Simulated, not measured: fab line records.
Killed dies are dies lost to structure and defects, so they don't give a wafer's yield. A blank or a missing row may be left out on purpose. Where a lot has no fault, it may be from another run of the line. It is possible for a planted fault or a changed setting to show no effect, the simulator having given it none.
Chamber matching    flow nand-harc    NHARC_A_CONTACT_STRIP_26 on rie-diel-11: 4 sister chambers
The step strips in O2. 14 wafers are shown with their chamber, then 7 later ones without.

== EACH WAFER AND ITS CHAMBER ==
wafer   chamber  showerhead-plenum-p-Torr (Torr)  drypump-motor-current-A (A)  oes-product-au (a.u.)
L724.3  3        3.44                             5.7                          1.001
L724.4  0        3.27                             5.6                          1.013
L724.6  3        3.44                             5.7                          1.006
L731.1  1        3.63                             5.1                          1.021
L731.4  2        3.69                             5.9                          1.017
L731.5  2        3.69                             5.9                          1.024
L730.1  3        3.44                             5.7                          0.997
L730.5  1        3.63                             5.1                          1.021
L730.6  2        3.69                             5.9                          1.014
L732.1  0        3.27                             5.6                          1.011
L732.3  2        3.69                             5.8                          1.010
L732.5  1        3.63                             5.0                          1.017
L734.2  3        3.44                             5.6                          0.992
L734.3  0        3.26                             5.6                          1.014

SIGNATURES (averages over the wafers above)
reading                   chamber 0  chamber 1  chamber 2  chamber 3  scatter within a chamber
showerhead-plenum-p-Torr  3.2667     3.6300     3.6900     3.4400     0.00258
drypump-motor-current-A   5.600      5.067      5.875      5.675      0.0465
oes-product-au            1.01267    1.01967    1.01625    0.99900    0.00475
Rule: for a wafer and a chamber, the distance is found by dividing, reading by reading, the gap between the wafer's reading and the chamber's mean by the reading's scatter, squaring, summing and taking the root. The wafer belongs to the nearest chamber; if the next one is less than 2 further off, it can't be placed. The scatter is the square root of a quotient: the sum, over the shown wafers, of each reading's squared deviation from its chamber's mean, divided by wafers minus chambers.

== WAFERS WHOSE CHAMBER IS MISSING ==
wafer   showerhead-plenum-p-Torr (Torr)  drypump-motor-current-A (A)  oes-product-au (a.u.)
L734.5  3.26                             5.6                          1.017
L738.2  3.44                             5.7                          0.999
L738.4  3.63                             5.0                          1.021
L738.5  3.43                             5.6                          1.007
L740.3  3.26                             5.6                          1.013
L740.5  3.69                             5.8                          1.020
L740.6  3.62                             5.0                          1.022

== THE CHAMBER EACH PASSED THROUGH ==
wafer   from the rows above  in truth
L734.5  0                    0
L738.2  3                    3
L738.4  1                    1
L738.5  3                    3
L740.3  0                    0
L740.5  2                    2
L740.6  1                    1
Correctly placed: 7 of 7. Not placeable from these rows: 0. Wrongly placed: 0.
